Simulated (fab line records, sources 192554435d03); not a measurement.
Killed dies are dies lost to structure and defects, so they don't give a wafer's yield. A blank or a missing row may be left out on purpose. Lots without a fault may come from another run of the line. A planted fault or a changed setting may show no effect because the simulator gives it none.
A struck lot beside a sound one | flow n5_finfet | 15 steps out of a route of 1938
Sound: wafers L872.2, L872.3, L872.5. Struck: wafer L881.1. (L881.6 of the same lot was not struck and is left out.) The cause comes at the end.
At each step with rows: each side's tool, then ch and its chambers, then its first start. Under that, the readings that differ: sound wafers | struck wafers | difference of the means | sigmas: that difference in standard deviations of wafers without a fault.
alike: readings whose means differ by less than 2 such deviations, and words and numbers that are the same on both sides. not compared: withheld readings, readings that some wafer has no value for, bounds like >300 that may hide the same value, and numbers for which the record gives no deviation and whose values overlap.
The two part at a step that has a row with sigmas, a row that says differs or no value, or rows on one side only. Numbers that don't overlap but have no deviation are shown without sigmas and don't part them. A reading that every wafer of one side lacks parts them only if that side has two wafers or more.

first, 7 steps without rows for these wafers: N5_BEOL_M2_COAT_76 (time 60 s, resist thk 5 nm); N5_BEOL_M2_COAT_22 (resist thk 30 nm); N5_BEOL_M2_EBR_24; N5_BEOL_M2_SOFTBAKE_23 (time 60 s); N5_BEOL_M2_EXPOSE_25 (exposes mask V1, defocus 5 nm); N5_BEOL_M2_PEB_26 (peb time 60 s); N5_BEOL_M2_DEVELOP_27 (develop time 30 s).
N5_BEOL_M2_CD_MEAS_28: target cd 26.2 nm, target cd y 24.1 nm.
  sound on cd_sem-01 ch 0, day 7 01:49; struck on cd_sem-03 ch 0, day 9 18:56
  alike: cd_nm
N5_BEOL_M2_OVL_MEAS_29:
  sound on overlay-02 ch 0, day 7 01:52; struck on overlay-02 ch 0, day 9 18:58
  alike: V1_OVL
N5_BEOL_M2_INSPECT_30: inspects for defects (brightfield).
  sound on defect_inspect-02, day 7 01:55; struck on defect_inspect-01, day 9 19:01
  alike: raw_defect_count
N5_BEOL_M2_DESCUM_33: chemistry O2, time 7 s.
  sound on rie_diel-03 ch 0,3, day 7 02:02; struck on rie_diel-03 ch 3, day 9 19:04
  alike: drypump_motor_current_A, oes_product_au, rf_vpp_V, showerhead_plenum_p_Torr, throttle_valve_pct
  not compared: rf_hours_counter_h
N5_BEOL_M2_ETCH_77: etches underlayer in N2/H2, target depth 6.5 nm, time 5.2 s.
  sound on rie_diel-03 ch 0,3, day 7 02:04; struck on rie_diel-03 ch 3, day 9 19:05
  alike: bias_w, drypump_motor_current_A, etch_rf_on_time_s, oes_product_au, rf_vpp_V, showerhead_plenum_p_Torr, throttle_valve_pct
  not compared: rf_hours_counter_h
N5_BEOL_M2_ETCH_69: etches SiARC in CF4, target depth 15.6 nm, time 26 s.
  sound on rie_diel-03 ch 0,3, day 7 02:05; struck on rie_diel-03 ch 3, day 9 19:07
  reading               | sound          | struck | difference | sigmas
  etch_rf_on_time_s (s) | 25.5 25.7 25.5 | 14.8   | -10.8      | -18
  oes_product_au (a.u.) | 0.60 0.62 0.60 | 0.83   | +0.22      | +3
  alike: bias_w, cf4_flow_sccm, drypump_motor_current_A, mfc_ar_sccm, rf_vpp_V, showerhead_plenum_p_Torr, throttle_valve_pct
  not compared: rf_hours_counter_h
N5_BEOL_M2_ALD_98: deposits SiO2, target thk 2.5 nm, pulse time 1 s, co reactant pulse time 1 s.
  sound on ald_sin-02 ch 0,1,3, day 7 02:10; struck on ald_sin-02 ch 0, day 9 19:11
  alike: heater_power_w, precursor_pulse_height_rel
N5_BEOL_M4_RC_MEAS_101:
  sound on prober-01 ch 0, day 8 09:57; struck on prober-01 ch 0, day 11 05:14
  reading       | sound          | struck | difference | sigmas
  SS_P (mV/dec) | 71.9 72.1 71.9 | 73.5   | +1.5       | +2
  VT_P (mV)     | -254 -251 -251 | -244   | +8         | +2
  alike: DIBL_N, DIBL_P, IOFF_N, IOFF_P, ION_N, ION_P, SS_N, VT_N

WHERE THEY PART
First at N5_BEOL_M2_ETCH_69; last, within this record, at N5_BEOL_M4_RC_MEAS_101.

WHY: what the simulator had put in
Process parameter drift: rie_diel-03, from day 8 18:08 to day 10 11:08, at N5_BEOL_M2_ETCH_69. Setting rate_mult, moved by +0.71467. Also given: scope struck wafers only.
